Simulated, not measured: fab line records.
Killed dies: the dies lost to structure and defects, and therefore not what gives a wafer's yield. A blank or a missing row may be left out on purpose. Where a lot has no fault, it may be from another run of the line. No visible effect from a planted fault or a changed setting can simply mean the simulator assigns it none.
fab line records | flow n5-finfet
record: lots: 4 wafers: 12 last-day: 17
route steps=1938 shown MOL_CONTACT_COAG@532 PASSIVATION@1936
lots that met no fault: taken from a fault-free run of the same line
start-h: hours from the record's opening day to when the first of the lot's shown wafers began | wait-h: hours elapsed since this lot's preceding step | " unchanged from the row above | L1.1+2: one row covering several wafers at once | - no value, or no start was given | * or withheld: withheld | < > ~ a bound
route shown NAME@n: a module of which the file shows steps, and the number in the route of the first | usual: the fault-free wafers' mean and standard deviation | same: alike in all rows | chamber/n: place in a boat | sites: the reading at each site | _std_site: the standard deviation of these | _edge_site: mean of outer sites minus mean of inner sites | radius-mm: for every site, how far away it sits from the centre of the wafer | mask NAME#n: copy n | behind: the tool/chamber that last shaped the wafer | hold: cause of the lot's hold/its duration in hours/its outcome | device: which transistor (n, p or np) failed to switch | end of line: the route-end tests of the same wafers | where a step has no rows: the recipe by itself | killed: not the wafer's yield, but the dies lost to structure and defects at the first sort | map: dies across one wafer; x = killed, . = not, _ = none there
set.NAME: the setting as run; set.NAME@STEP: as run at that earlier step | model.NAME: the simulator's own value behind a step, which no gauge read
lots at selected steps of the route; one table per step, one row per wafer
== steps ==
step: N5_MOL_CONTACT_COAG_ETCH_106
recipe: chemistry: N2/H2 target: SOC target-depth-a: 800 overetch-a: 160 mask-material: SiARC temp-c: 40 time-s: 120 ion-energy-ev: 200 pressure-mtorr: 30 source-w: 840 bias-w: 150 n2-flow-sccm: 200 h2-flow-sccm: 200
step: N5_MOL_CONTACT_COAG_STRIP_107
recipe: chemistry: N2/H2 temp-c: 40 n2-flow-sccm: 200 h2-flow-sccm: 200 rf-frequency-hz: 6e+07
step: N5_MOL_CONTACT_COAG_STRIP_108
recipe: chemistry: N2/H2 temp-c: 40 n2-flow-sccm: 200 h2-flow-sccm: 200 rf-frequency-hz: 6e+07
step: N5_MOL_CONTACT_COAG_CONTACT_ETCH_14
recipe: chemistry: C4F6/O2 target: SiO2 target-depth-a: 275 overetch-a: 85 mask-material: SOC pressure-mtorr: 30 source-w: 370 bias-w: 185 Ar_flow_sccm: 300 C4F6_flow_sccm: 16 O2_flow_sccm: 10 time-s: 20 ion-energy-ev: 259.6
step: N5_MOL_CONTACT_COAG_STRIP_109
recipe: chemistry: C4F6/O2 resist: SiARC rf-frequency-hz: 6e+07
step: N5_MOL_CONTACT_COAG_ETCH_15
recipe: chemistry: CH3F/O2 target: SiNx target-depth-a: 70 mask-material: SOC stop-on: Si:P over-etch-frac: 0.75 ion-energy-ev: 120 pressure-mtorr: 30 source-w: 395 bias-w: 73 Ar_flow_sccm: 150 CH3F_flow_sccm: 30 O2_flow_sccm: 20
step: N5_MOL_CONTACT_COAG_ETCH_110
recipe: chemistry: CF4/O2 target: Si target-depth-a: 25 time-s: 8 pressure-mtorr: 100 source-w: 200 bias-w: 12 ion-energy-ev: 60 Ar_flow_sccm: 100 cf4-flow-sccm: 100 O2_flow_sccm: 10
step: N5_MOL_CONTACT_COAG_STRIP_98
recipe: chemistry: N2/H2 power-w: 500 temp-c: 40 pressure-mtorr: 50 rf-frequency-hz: 6e+07 overash-fraction: 0.3 bias-power-w: 8 h2-frac: 0.5 n2-flow-sccm: 300 h2-flow-sccm: 300
step: N5_MOL_CONTACT_COAG_IMPLANT_129
recipe: species: Ge energy-kev: 3 dose-cm2: 6e+14 tilt-deg: 0 rotation-deg: 0
step: N5_MOL_CONTACT_COAG_PRECLEAN_111
recipe: chemistry: NF3:NH3 afs-cycles: 1 temp-c: 30 time-s: 20 sublimation-temp-c: 180 sublimation-time-s: 60 pressure-torr: 3 rf-power-w: 30
step: N5_MOL_CONTACT_COAG_TI_SIL_19
recipe: material: Ti target-thk-a: 42 temp-c: 200 chamber-pressure-pa: 5 power-w: 5000 time-s: 15
step: N5_MOL_CONTACT_COAG_ALD_20
recipe: material: TiN target-thk-a: 15 temp-c: 400 ald-precursor-family: TiCl4 ald-co-reactant: NH3 pulse-time-s: 1 purge-time-s: 3 co-reactant-purge-time-s: 2 co-reactant-pulse-time-s: 2 ald-cycles: 68 pressure-torr: 3
usual: chamber-pressure-Torr: 3.000/0.0068 heater-power-w: 900/78 precursor-pulse-height-rel: 1.000/0.019
columns lot.wafer tool chamber start-h wait-h chamber-pressure-Torr heater-power-w precursor-pulse-height-rel since-wet-clean-h
L270.1 ald-metal-02 3 140.08 0.1 3.002 780 1.017 5957
L270.3 " 2 " " 3.008 899 0.980 5957
L270.4 " 1 " " 2.995 1006 0.985 5957
L273.1 ald-metal-02 3 166.93 0.1 2.998 817 1.024 5984
L273.2 " 0 " " 2.992 856 0.973 5984
L273.6 " 3 " " 3.004 791 1.036 -
L282.1 ald-metal-02 3 207.74 0.1 2.999 830 0.992 6025
L282.3 " 1 " " 3.000 996 0.987 6025
L282.5 " 2 " " 2.988 899 1.032 -
L284.1 ald-metal-02 2 223.81 0.1 2.999 893 1.009 6041
L284.3 " 1 " " 3.002 999 0.996 6041
L284.5 " 0 " " 3.001 843 1.010 -
step: N5_MOL_CONTACT_COAG_SIL_ANNEAL_21
recipe: temp-c: 550 time-s: 60 ambient: N2
step: N5_MOL_CONTACT_COAG_PRE_CLEAN_141
recipe: gas: H2/He time-s: 60 temp-c: 300
step: N5_MOL_CONTACT_COAG_SPUTTER_143
recipe: material: Co target-thk-a: 25 temp-c: 25 chamber-pressure-pa: 0.2
step: N5_MOL_CONTACT_COAG_CO_FILL_22
recipe: material: Co target-thk-a: 200 temp-c: 200 precursor: CCTBA/H2 pressure-torr: 30
step: N5_MOL_CONTACT_COAG_ANNEAL_113
recipe: temp-c: 400 time-s: 300 ambient: H2/N2
step: N5_MOL_CONTACT_COAG_PRE_CLEAN_142
recipe: gas: H2/He time-s: 60 temp-c: 300
step: N5_MOL_CONTACT_COAG_SPUTTER_130
recipe: material: Co target-thk-a: 475 temp-c: 25 chamber-pressure-pa: 0.5 power-w: 3000
step: N5_MOL_CONTACT_COAG_PRECLEAN_125
recipe: chemistry: DIW time-s: 57.5 temp-c: 23
step: N5_MOL_CONTACT_COAG_SRD_126
recipe: dry-time-s: 32 dry: n2-spin spin-rpm: 1500
step: N5_MOL_CONTACT_COAG_CMP_23
recipe: stop-on: SiO2 t-overpolish-s: 1.5 post-cmp-clean: cu-alkaline down-force-psi: 2 platen-rpm: 50.289 pad-velocity-m-s: 1.0006 target-thk-nm: 0
step: N5_MOL_CONTACT_COAG_WET_ETCH_26
recipe: target: Co target-depth-nm: 13
step: N5_MOL_CONTACT_COAG_WET_ETCH_116
recipe: chemistry: SC1-inhibited target-depth-nm: 4.6 dry: ipa-marangoni rinse-time-s: 30 rinse-temp-c: 23
step: N5_MOL_CONTACT_COAG_ALD_27
recipe: material: SiOC target-thk-a: 170 temp-c: 400 ald-precursor-family: carbosiloxane ald-co-reactant: H2-plasma pulse-time-s: 1.5 time-s: 2720 purge-time-s: 2 co-reactant-purge-time-s: 2 ald-cycles: 340 pressure-torr: 2
step: N5_MOL_CONTACT_COAG_CMP_28
recipe: stop-on: SiNx t-overpolish-s: 0.85 post-cmp-clean: alkaline-brush down-force-psi: 4.15 platen-rpm: 51.8 pad-velocity-m-s: 1.0307 target-thk-nm: 14.522
step: N5_MOL_CONTACT_COAG_ALD_123
recipe: material: SiNx target-thk-a: 50 temp-c: 400 ald-precursor-family: SiH2I2 ald-co-reactant: N2/H2-plasma pulse-time-s: 1 purge-time-s: 2 co-reactant-purge-time-s: 2 ald-cycles: 100 pressure-torr: 2
step: N5_MOL_CONTACT_COAG_PECVD_31
recipe: material: SiO2 target-thk-a: 460 temp-c: 400 precursor: TEOS/O2 pressure-torr: 6.5 rf-w: withheld teos-flow-sccm: withheld gas: O2 flow-sccm: 2650 time-s: 8.9
step: N5_MOL_CONTACT_COAG_COAT_75
recipe: resist: SOC temp-c: 250 time-s: 60 spin-rpm: 1500 resist-thk-nm: 60
step: N5_MOL_CONTACT_COAG_COAT_76
recipe: resist: SiARC temp-c: 220 time-s: 60 spin-rpm: 1500 resist-thk-nm: 10
step: N5_MOL_CONTACT_COAG_COAT_77
recipe: resist: underlayer temp-c: 205 time-s: 60 spin-rpm: 1500 resist-thk-nm: 10
step: N5_MOL_CONTACT_COAG_COAT_78
recipe: resist: CAR-EUV spin-rpm: 1500 resist-thk-nm: 40
step: N5_MOL_CONTACT_COAG_EBR_80
recipe: solvent: PGMEA ebr-width-mm: 1.5
step: N5_MOL_CONTACT_COAG_SOFTBAKE_79
recipe: temp-c: 110 time-s: 60 resist: CAR-EUV
step: N5_MOL_CONTACT_COAG_EXPOSE_81
recipe: mask-id: VG na: 0.33 source-shape: annular sigma-inner: 0.3 sigma-outer: 0.7 polarization: unpolarized defocus-nm: 0 dose-mj: 59.5
step: N5_MOL_CONTACT_COAG_PEB_82
recipe: peb-temp-c: 100 peb-time-s: 60 resist: CAR-EUV
step: N5_MOL_CONTACT_COAG_DEVELOP_83
recipe: develop-time-s: 30 developer: TMAH resist: CAR-EUV rinse-liquid: surfactant-rinse dry: air-spin dev-temp-c: 23
step: N5_PASSIVATION_PROBE_49
usual: defect-limited-yield: 91.5/1.4 killed_at_M0_to_M3: 33/10 killed_at_M4_up: 13/5 killed-at-contacts: 13/5.6 killed-at-front-end: 38/12 killed-at-other: 3.9/2.7 killed-dies: 100/16 killed-on-rim: 13/4 killed-open: 66/13 killed-short: 32/7.2 sort_bin_5_function: 5.0/0.97 sort_bin_6_memory: 3.2/0.61 sort-n-pass: 1080/16 sort-yield-pct: 91.5/1.4
same: gross-dies: 1180 killed-at-back-side: 0 sort_bin_4_leakage[%]: 0 sort_bin_8_speed[%]: 0
columns lot.wafer tool chamber start-h wait-h defect-limited-yield[%] killed_at_M0_to_M3 killed_at_M4_up killed-at-contacts killed-at-front-end killed-at-other killed-dies killed-on-rim killed-open killed-short sort_bin_5_function[%] sort_bin_6_memory[%] sort-n-pass sort-yield-pct[%]
L282.1 prober-01 - 387.27 0.0 82.9 27 13 114 47 1 202 26 73 26 10.3 3.6 978 82.9
L282.3 prober-01 - 387.37 0.1 82.6 37 15 129 24 0 205 26 56 30 10.3 4.1 975 82.6
L282.5 prober-01 - 387.47 0.2 81.8 37 17 123 38 0 215 25 67 29 11.9 3.3 965 81.8
L284.1 prober-01 - 400.67 0.0 82.5 29 8 133 35 2 207 31 59 31 10.3 4.2 973 82.5
L284.3 prober-01 - 400.77 0.1 79.5 39 23 136 42 2 242 37 85 32 12.2 4.5 938 79.5
L284.5 prober-01 - 400.87 0.2 78.9 36 9 155 45 4 249 13 79 30 13.0 5.0 931 78.9
killed by level:class
L282.1 MOL_CONTACT_COAG:unspecified=102 STI_FIN_REVEAL:geometric-particle:open=19 MOL_CONTACT_COAG:geometric-particle:open=10 FIN_SAQP:geometric-particle:open=9 BEOL_M2:geometric-particle:open=8 BEOL_M3:geometric-particle:open=6 STARTING-WAFER:geometric-particle:open=5 BEOL_M0_SAQP:geometric-particle:short=4
L282.3 MOL_CONTACT_COAG:unspecified=118 BEOL_M4:geometric-particle:open=13 BEOL_M2:geometric-particle:open=8 MOL_CONTACT_COAG:geometric-particle:open=8 BEOL_M0_SAQP:geometric-particle:open=8 FIN_SAQP:geometric-particle:short=6 GATE_CUT:geometric-particle:short=6 BEOL_M0_SAQP:geometric-particle:short=6
L282.5 MOL_CONTACT_COAG:unspecified=118 STI_FIN_REVEAL:geometric-particle:open=10 BEOL_M0_SAQP:geometric-particle:open=9 BEOL_M0_SAQP:geometric-particle:short=9 BEOL_M4:geometric-particle:open=9 FIN_SAQP:geometric-particle:open=6 BEOL_M2:geometric-particle:open=5 BEOL_M4:geometric-particle:short=5
L284.1 MOL_CONTACT_COAG:unspecified=116 MOL_CONTACT_COAG:geometric-particle:open=15 BEOL_M0_SAQP:geometric-particle:open=11 FIN_SAQP:geometric-particle:short=10 BEOL_M3:geometric-particle:open=7 GATE_CUT:geometric-particle:short=6 FIN_SAQP:geometric-particle:open=4 BEOL_M1:geometric-particle:open=4
L284.3 MOL_CONTACT_COAG:unspecified=120 MOL_CONTACT_COAG:geometric-particle:open=15 BEOL_M4:geometric-particle:open=15 FIN_SAQP:geometric-particle:open=13 BEOL_M3:geometric-particle:open=12 STI_FIN_REVEAL:geometric-particle:open=7 BEOL_M0_SAQP:geometric-particle:short=7 BEOL_M1:geometric-particle:open=7
L284.5 MOL_CONTACT_COAG:unspecified=140 MOL_CONTACT_COAG:geometric-particle:open=13 FIN_SAQP:geometric-particle:open=11 STI_FIN_REVEAL:geometric-particle:open=9 BEOL_M0_SAQP:geometric-particle:open=9 BEOL_M3:geometric-particle:open=9 BEOL_M2:geometric-particle:open=7 FIN_SAQP:geometric-particle:short=6
map L282.5 (x killed, . not)
_________________...........x________________
______________..........x......._____________
___________..............x.........__________
__________..x.xx....xx.....x......x._________
________..........x.........x...x..xxx_______
_______......x...................xxxxxx______
______......x........x........x..xxxxxxx_____
_____.x.........x.......x.....xxxxxxxxxxx____
____................x.......x.xxxxxxxxxxxx___
___..xx......................x.xxxxxxxxxxxx__
___......x.........x.........x.xxxxxxxxxxxx__
__........x.................xxxxxxxxxxxxxxxx_
__....x.................x..x...xxxxxxxxxxxxx_
_............x.........x..xx..xxxxxxxxxxxxxxx
_...x............x.....x....x.xx.xxxxxxxx....
_............x..x................x..xxx..x...
_...................x.................x......
_..x.....x...........x........x......x.......
_..x.x..................x.......x............
_....x............x..x.x...x.................
_.x.....x...................x.....x.x......x.
__..x.........x.....x...x..................._
__.............x........x.....x............._
___.......x.............x..................__
___...x..........................x...x.....__
____.....x................................___
_____...................................x____
______....................x..x.....x...._____
_______.........xx.x.x....x...x..x.....______
________.............................._______
__________......x...x..............._________
___________.........x.x............__________
______________.....x............_____________
_________________............________________
map L284.5 (x killed, . not)
_________________............________________
______________........x........._____________
___________......x.......x...x....x__________
__________............x............._________
________.....x....x..................._______
_______.....................x.x.......x______
______........................x........._____
_____..x..............................x..____
____.....................xx.........x.....___
___....x....x........x.....................__
___x...............x.....x..x...x..x.......__
__........x...........x....................._
__.xx.....x..xx.....x.....x........x...x...._
_...........x................................
_.....x....x...xx...x..........x..........x..
_.x.....x.x.x.x.xxx.x.x......................
_..xx...xx.xxxxxxxxxx........................
_........x.xxxxxxxxx.x.x...xx.xx....x........
_......xxxxxxxxxxxxxxxx......x...............
_......xxxxxxxxxxxxxxx.x.....................
_......xxxxxxxxxxxxxx.x.....................x
__..x...xxxxxxxxxxxxxxxx............xx......_
__......xxxxxxxxxxxx.xx....x..x.xx.x........_
___x..x.xxxxxxxxxxxxx..........x...x.xx....__
___......xxxxxxxxxxx.x...x.................__
____..x..x.x.xxxxxxx.....x............xx..___
_____....x..x.x.xx.........x.............____
______......x..x...x............x......._____
_______x..........x....................______
________.x.x......x..x......xx...x...._______
__________...............x.........._________
___________.x.....x.....xx.........__________
______________........x.x......x_____________
_________________.x..x.x.x...________________
== key ==
first-sign: step: N5_PASSIVATION_PROBE_49 reading: killed-at-contacts direction: up sigmas: 21 usual: 13 struck: 132
effect: step: N5_PASSIVATION_PROBE_49 reading: defect-limited-yield direction: down sigmas: 7.3 usual: 91.5 struck: 81.4
more-kills-born-at: N5_MOL_CONTACT_COAG_ALD_20@ald-metal-02: 713
met-at N5_MOL_CONTACT_COAG_ALD_20
struck-wafers L282.1,L282.3,L282.5,L284.1,L284.3,L284.5
onset-between 166.93 207.74
also-fits time
fault: kind: chamber-particle-source tool: ald-metal-02 chamber: - onset-h: 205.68 steps: N5_MOL_CONTACT_COAG_ALD_20 rate-per-visit-cm2: 1.4214 end-h: 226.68
